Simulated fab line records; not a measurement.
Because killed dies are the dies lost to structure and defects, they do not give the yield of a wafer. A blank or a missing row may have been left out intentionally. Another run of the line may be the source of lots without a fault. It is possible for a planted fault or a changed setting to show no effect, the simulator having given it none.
Matching of chambers ; flow n5 finfet ; cmp-01 running N5_HKMG_FIN_CMP_94: 4 sister chambers
The step polishes, stops on SiNx, t overpolish 4.7 s, target thk 43.299 nm. 14 wafers are shown with their chamber, then 7 later ones without.

## WAFERS WITH THEIR CHAMBER
wafer;chamber;motor current A (A);slurry filter dp kPa (kPa);edge zone pressure frac
L082.1;1;12.5;13.46;0.998
L082.5;3;12.8;13.61;0.997
L082.6;0;11.5;13.58;1.000
L088.3;0;11.6;13.56;1.002
L088.4;2;11.0;13.43;1.000
L088.5;3;11.7;13.47;1.008
L086.2;2;12.1;13.75;1.001
L086.3;0;11.4;13.63;1.003
L086.4;3;12.4;13.40;0.996
L091.2;3;12.7;13.44;1.007
L091.4;0;12.3;13.47;0.999
L091.5;1;12.3;13.44;1.000
L093.2;2;10.6;13.65;1.003
L093.3;0;11.3;13.53;0.997

SIGNATURES, as means of the wafers listed above
reading;chamber 0;chamber 1;chamber 2;chamber 3;scatter within a chamber
motor current A;11.620;12.400;11.233;12.400;0.509
slurry filter dp kPa;13.5540;13.4500;13.6100;13.4800;0.0964
edge zone pressure frac;1.00020;0.99900;1.00133;1.00200;0.00389
Rule: for each reading, subtract the chamber's mean from the wafer's reading, divide by that reading's scatter and square the result; add these up over the readings and take the root, which gives the wafer's distance from the chamber. If the next closest chamber is less than 2 further off than the closest, the wafer can't be placed; otherwise it belongs to the closest. How the scatter is found: for the shown wafers, subtract from each reading the mean of its chamber, square and add these, divide the total by (wafers less chambers), then take the root.

## WAFERS WHOSE CHAMBER IS MISSING
wafer;motor current A (A);slurry filter dp kPa (kPa);edge zone pressure frac
L093.4;11.8;13.49;1.003
L094.3;11.9;13.63;1.000
L094.4;11.1;13.69;1.011
L094.6;13.2;13.53;0.992
L097.1;12.9;13.50;1.000
L097.4;12.7;13.48;0.993
L097.6;12.5;13.42;1.004

## CHAMBER TAKEN BY EACH
wafer;from the rows above;in truth
L093.4;can't be placed: 0 or 3 or 1 or 2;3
L094.3;can't be placed: 0 or 2 or 3 or 1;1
L094.4;can't be placed: 2 or 0 or 3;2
L094.6;can't be placed: 1 or 3 or 0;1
L097.1;can't be placed: 3 or 1 or 0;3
L097.4;can't be placed: 1 or 3 or 0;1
L097.6;can't be placed: 3 or 1 or 0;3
0 of 7 placed correctly. Unplaceable from these rows: 7, with the true chamber sitting among the candidates in 7. Wrongly placed: 0.
